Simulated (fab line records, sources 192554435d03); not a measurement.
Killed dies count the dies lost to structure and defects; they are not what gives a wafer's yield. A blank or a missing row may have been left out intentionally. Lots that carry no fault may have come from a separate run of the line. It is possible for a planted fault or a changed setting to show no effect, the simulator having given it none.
Split-lot trial / flow n5-finfet / route with 1938 steps; 7 lots, 21 wafers read

ON THE SPLIT
At N5_SD_EPI_N_ETCH_35 (etches SOC in N2/H2, overetch 108 nm, time 486 s), the setting source-w was moved away from the recipe's 3000 W on 10 of the 21 wafers read, by -16.2% to +14.9%. This setting was run at the recipe's value on the other wafers.

The split's own step is where the reading is taken.

THE READING
rf-vpp-V, in V, at N5_SD_EPI_N_ETCH_35 (etches SOC in N2/H2, overetch 108 nm, time 486 s). A value of 241.1 V with a standard deviation of 1.2 V is what fault-free wafers of this fab line usually give.

wafer=L074.3; tool, chamber at the split=rie-diel-03, 0; source-w as run, W=2855; against the recipe=-4.8%; rf-vpp-V, V=246.2; against lot-mates on the recipe=+4.9
wafer=L074.5; tool, chamber at the split=rie-diel-03, 1; source-w as run, W=3000; against the recipe=recipe; rf-vpp-V, V=242.3; against lot-mates on the recipe=-
wafer=L074.6; tool, chamber at the split=rie-diel-03, 2; source-w as run, W=3000; against the recipe=recipe; rf-vpp-V, V=240.2; against lot-mates on the recipe=-
wafer=L075.2; tool, chamber at the split=rie-diel-04, 2; source-w as run, W=2782; against the recipe=-7.3%; rf-vpp-V, V=245.1; against lot-mates on the recipe=no lot-mate on the recipe
wafer=L075.4; tool, chamber at the split=rie-diel-04, 0; source-w as run, W=2782; against the recipe=-7.3%; rf-vpp-V, V=246.9; against lot-mates on the recipe=no lot-mate on the recipe
wafer=L075.6; tool, chamber at the split=rie-diel-04, 2; source-w as run, W=2782; against the recipe=-7.3%; rf-vpp-V, V=245.9; against lot-mates on the recipe=no lot-mate on the recipe
wafer=L077.2; tool, chamber at the split=rie-diel-04, 2; source-w as run, W=3000; against the recipe=recipe; rf-vpp-V, V=241.9; against lot-mates on the recipe=-
wafer=L077.3; tool, chamber at the split=rie-diel-04, 1; source-w as run, W=2514; against the recipe=-16.2%; rf-vpp-V, V=258.3; against lot-mates on the recipe=+16.4
wafer=L077.4; tool, chamber at the split=rie-diel-04, 0; source-w as run, W=2514; against the recipe=-16.2%; rf-vpp-V, V=255.5; against lot-mates on the recipe=+13.6
wafer=L079.1; tool, chamber at the split=rie-diel-02, 2; source-w as run, W=3000; against the recipe=recipe; rf-vpp-V, V=240.8; against lot-mates on the recipe=-
wafer=L079.2; tool, chamber at the split=rie-diel-02, 1; source-w as run, W=3239; against the recipe=+8.0%; rf-vpp-V, V=235.2; against lot-mates on the recipe=-5.6
wafer=L079.6; tool, chamber at the split=rie-diel-02, 2; source-w as run, W=3239; against the recipe=+8.0%; rf-vpp-V, V=234.8; against lot-mates on the recipe=-6.0
wafer=L085.2; tool, chamber at the split=rie-diel-04, 0; source-w as run, W=3000; against the recipe=recipe; rf-vpp-V, V=239.3; against lot-mates on the recipe=-
wafer=L085.5; tool, chamber at the split=rie-diel-04, 1; source-w as run, W=3000; against the recipe=recipe; rf-vpp-V, V=241.9; against lot-mates on the recipe=-
wafer=L085.6; tool, chamber at the split=rie-diel-04, 2; source-w as run, W=3000; against the recipe=recipe; rf-vpp-V, V=242.0; against lot-mates on the recipe=-
wafer=L089.1; tool, chamber at the split=rie-diel-02, 2; source-w as run, W=3000; against the recipe=recipe; rf-vpp-V, V=241.2; against lot-mates on the recipe=-
wafer=L089.3; tool, chamber at the split=rie-diel-02, 3; source-w as run, W=3263; against the recipe=+8.8%; rf-vpp-V, V=233.2; against lot-mates on the recipe=-8.4
wafer=L089.6; tool, chamber at the split=rie-diel-02, 1; source-w as run, W=3000; against the recipe=recipe; rf-vpp-V, V=242.0; against lot-mates on the recipe=-
wafer=L097.1; tool, chamber at the split=rie-diel-04, 1; source-w as run, W=3000; against the recipe=recipe; rf-vpp-V, V=241.8; against lot-mates on the recipe=-
wafer=L097.2; tool, chamber at the split=rie-diel-04, 3; source-w as run, W=3446; against the recipe=+14.9%; rf-vpp-V, V=230.6; against lot-mates on the recipe=-10.3
wafer=L097.4; tool, chamber at the split=rie-diel-04, 2; source-w as run, W=3000; against the recipe=recipe; rf-vpp-V, V=240.1; against lot-mates on the recipe=-

FIT RESULTS
A straight line over all 21 wafers: rf-vpp-V changes by -0.848 V for each +1% of source-w; r = -0.98; the points scatter about the line by 1.3 V.
The same after taking each lot's own level away (the mean of its wafers on the recipe; 18 wafers): -0.854 V for each +1%; r = -0.98; scatter 1.2 V.
That fit puts the effect of the largest move of source-w on the reading at 14 V.
The span of the lots' own levels, 240.80 to 241.90 V, comes to 0.9 times the standard deviation stated above.
So the lot-to-lot level changes the slope little: the two slopes agree.
Check: +13.1 V against its lot-mates is what the line predicts for one of the wafers moved furthest among these (-16.2%) when that wafer is left out of the fit. Against them it came out at +16.4 V.
Tool readings at the split's step, against how far the setting was moved: rf-vpp-V r = -0.98.

THESE WAFERS: OTHER SPLITS
Before the reading, these wafers also passed through other splits. Each is held against what the fit with the lots' levels taken away leaves over:
other split on the same wafers=N5_FIN_CUT_EXPOSE_05 dose-mj; wafers away from the commonest value=8; r with rf-vpp-V (lot level and that fit taken away)=+0.05
other split on the same wafers=N5_DUMMY_GATE_COAT_34 spin-rpm; wafers away from the commonest value=8; r with rf-vpp-V (lot level and that fit taken away)=+0.03
other split on the same wafers=N5_DUMMY_GATE_COAT_28 spin-rpm; wafers away from the commonest value=3; r with rf-vpp-V (lot level and that fit taken away)=+0.12

THE WHOLE CHAIN: every reading that the file lists as answering this split, in the file's order
step=N5_SD_EPI_N_ETCH_35; what it does=etches SOC in N2/H2, overetch 108 nm, time 486 s; reading=rf-vpp-V; change (the file's fit)=-0.836 V for each +1% of the setting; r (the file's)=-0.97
step=N5_SD_EPI_N_ETCH_35; what it does=etches SOC in N2/H2, overetch 108 nm, time 486 s; reading=SD_EPI_N.cd-nm (the simulator's own value, which no gauge read); change (the file's fit)=+0.176 nm for each +1% of the setting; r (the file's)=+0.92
step=N5_SD_EPI_N_ETCH_35; what it does=etches SOC in N2/H2, overetch 108 nm, time 486 s; reading=SiARC_of_SD_EPI_N_COAT_33.thk-nm (the simulator's own value, which no gauge read); change (the file's fit)=-0.124 nm for each +1% of the setting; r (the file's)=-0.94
step=N5_SD_EPI_N_ETCHBACK_44; what it does=etches SiNx in CH3F/O2, stops on SiO2, target depth 14.5 nm; reading=SD_EPI_N.cd-nm (the simulator's own value, which no gauge read); change (the file's fit)=+0.172 nm for each +1% of the setting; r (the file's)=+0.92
step=N5_SD_EPI_N_ETCHBACK_44; what it does=etches SiNx in CH3F/O2, stops on SiO2, target depth 14.5 nm; reading=SiARC_of_SD_EPI_N_COAT_33.thk-nm (the simulator's own value, which no gauge read); change (the file's fit)=-0.13 nm for each +1% of the setting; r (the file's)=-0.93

THE FILE'S OWN FIT
rf-vpp-V changes by -0.836 V for each +1% of source-w, r = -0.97.
